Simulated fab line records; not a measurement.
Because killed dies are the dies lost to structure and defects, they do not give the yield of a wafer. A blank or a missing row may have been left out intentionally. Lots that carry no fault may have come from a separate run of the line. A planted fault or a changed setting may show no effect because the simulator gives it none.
Matching of chambers || flow n5Finfet || N5_BEOL_M9_CURE_72 on uvCure-02 has 3 sister chambers
The step cures SiCOH lowk, time 120 s. 6 wafers are shown with their chamber, then 11 later ones without.

EACH WAFER AND ITS CHAMBER
{"wafer": "L083.4", "chamber": 0, "wafer_temp_C_max": 371.7, "lampPowerPct (%)": 52.32}
{"wafer": "L083.6", "chamber": 0, "wafer_temp_C_max": 372.4, "lampPowerPct (%)": 52.26}
{"wafer": "L087.5", "chamber": 2, "wafer_temp_C_max": 370.7, "lampPowerPct (%)": 52.38}
{"wafer": "L086.3", "chamber": 1, "wafer_temp_C_max": 371.2, "lampPowerPct (%)": 52.29}
{"wafer": "L086.4", "chamber": 1, "wafer_temp_C_max": 372.4, "lampPowerPct (%)": 52.28}
{"wafer": "L088.1", "chamber": 2, "wafer_temp_C_max": 371.4, "lampPowerPct (%)": 52.34}

WAFERS WITH NO CHAMBER GIVEN
{"wafer": "L088.4", "wafer_temp_C_max": 370.8, "lampPowerPct (%)": 52.38}
{"wafer": "L088.5", "wafer_temp_C_max": 371.6, "lampPowerPct (%)": 52.34}
{"wafer": "L093.1", "wafer_temp_C_max": 371.0, "lampPowerPct (%)": 52.25}
{"wafer": "L093.3", "wafer_temp_C_max": 371.1, "lampPowerPct (%)": 52.24}
{"wafer": "L093.4", "wafer_temp_C_max": 371.1, "lampPowerPct (%)": 52.27}
{"wafer": "L092.1", "wafer_temp_C_max": 374.2, "lampPowerPct (%)": 52.24}
{"wafer": "L092.2", "wafer_temp_C_max": 372.2, "lampPowerPct (%)": 52.24}
{"wafer": "L092.3", "wafer_temp_C_max": 372.0, "lampPowerPct (%)": 52.32}
{"wafer": "L094.3", "wafer_temp_C_max": 370.9, "lampPowerPct (%)": 52.29}
{"wafer": "L094.4", "wafer_temp_C_max": 371.5, "lampPowerPct (%)": 52.37}
{"wafer": "L094.6", "wafer_temp_C_max": 371.1, "lampPowerPct (%)": 52.28}

EACH ONE'S CHAMBER
{"wafer": "L088.4", "from the rows above": 2, "in truth": 2}
{"wafer": "L088.5", "from the rows above": "can't be placed: 2 or 0 or 1", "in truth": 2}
{"wafer": "L093.1", "from the rows above": "can't be placed: 1 or 0 or 2", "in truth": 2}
{"wafer": "L093.3", "from the rows above": "can't be placed: 1 or 0", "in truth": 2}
{"wafer": "L093.4", "from the rows above": "can't be placed: 1 or 0 or 2", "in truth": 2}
{"wafer": "L092.1", "from the rows above": "can't be placed: 0 or 1", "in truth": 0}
{"wafer": "L092.2", "from the rows above": "can't be placed: 1 or 0", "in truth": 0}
{"wafer": "L092.3", "from the rows above": "can't be placed: 0 or 1 or 2", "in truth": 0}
{"wafer": "L094.3", "from the rows above": "can't be placed: 1 or 0 or 2", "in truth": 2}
{"wafer": "L094.4", "from the rows above": 2, "in truth": 2}
{"wafer": "L094.6", "from the rows above": "can't be placed: 1 or 0 or 2", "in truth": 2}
Placed correctly: 2 of 11. Cannot be placed on the basis of these rows: 9; the candidates contain the true chamber in 8. Number placed wrongly: 0.
How it was worked out, from the rows above alone: a wafer's distance from a chamber is the root of the sum, over the readings, of the square of ((its reading less the chamber's mean) divided by the reading's scatter). If the next closest chamber is less than 2 further off than the closest, the wafer can't be placed; otherwise it belongs to the closest. Each chamber's mean is taken over the wafers shown for it. The scatter is the square root of a quotient: the sum, over the shown wafers, of each reading's squared deviation from its chamber's mean, divided by wafers minus chambers.
